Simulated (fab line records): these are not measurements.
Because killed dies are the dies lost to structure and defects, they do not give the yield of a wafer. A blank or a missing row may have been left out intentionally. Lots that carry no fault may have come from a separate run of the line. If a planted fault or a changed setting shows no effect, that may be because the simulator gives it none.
Chamber matching	flow n5 finfet	N5_MOL_CONTACT_COAG_STRIP_96 on rie diel-02 has 4 sister chambers
The step strips in N2/H2. 4 wafers are shown with their chamber, then 7 later ones without.

== EACH WAFER AND ITS CHAMBER ==
wafer	chamber	drypump motor current A (A)
L090.1	0	5.0
L092.4	2	5.3
L094.2	3	6.4
L094.4	1	5.9

== WAFERS WITH NO CHAMBER GIVEN ==
wafer	drypump motor current A (A)
L094.6	6.4
L095.3	6.4
L095.4	5.3
L095.6	5.3
L097.4	5.1
L097.5	5.3
L097.6	6.4

== WHICH CHAMBER EACH ONE RAN IN ==
wafer	from the rows above	in truth
L094.6	3	3
L095.3	3	3
L095.4	2	2
L095.6	2	2
L097.4	0	0
L097.5	2	2
L097.6	3	3
Placed correctly: 7 of 7. Can't be placed from these rows: 0. Placed wrongly: 0.
How it was worked out, from the rows above alone: a wafer's distance from a chamber is the root of the sum, over the readings, of the square of ((its reading less the chamber's mean) divided by the reading's scatter). The wafer belongs to the nearest chamber; if the next one is less than 2 further off, it can't be placed. A chamber's mean is the mean of its shown wafers. The scatter: with one shown wafer a chamber, the root of the mean of the squares of how far each hidden wafer lies from its nearest shown one.
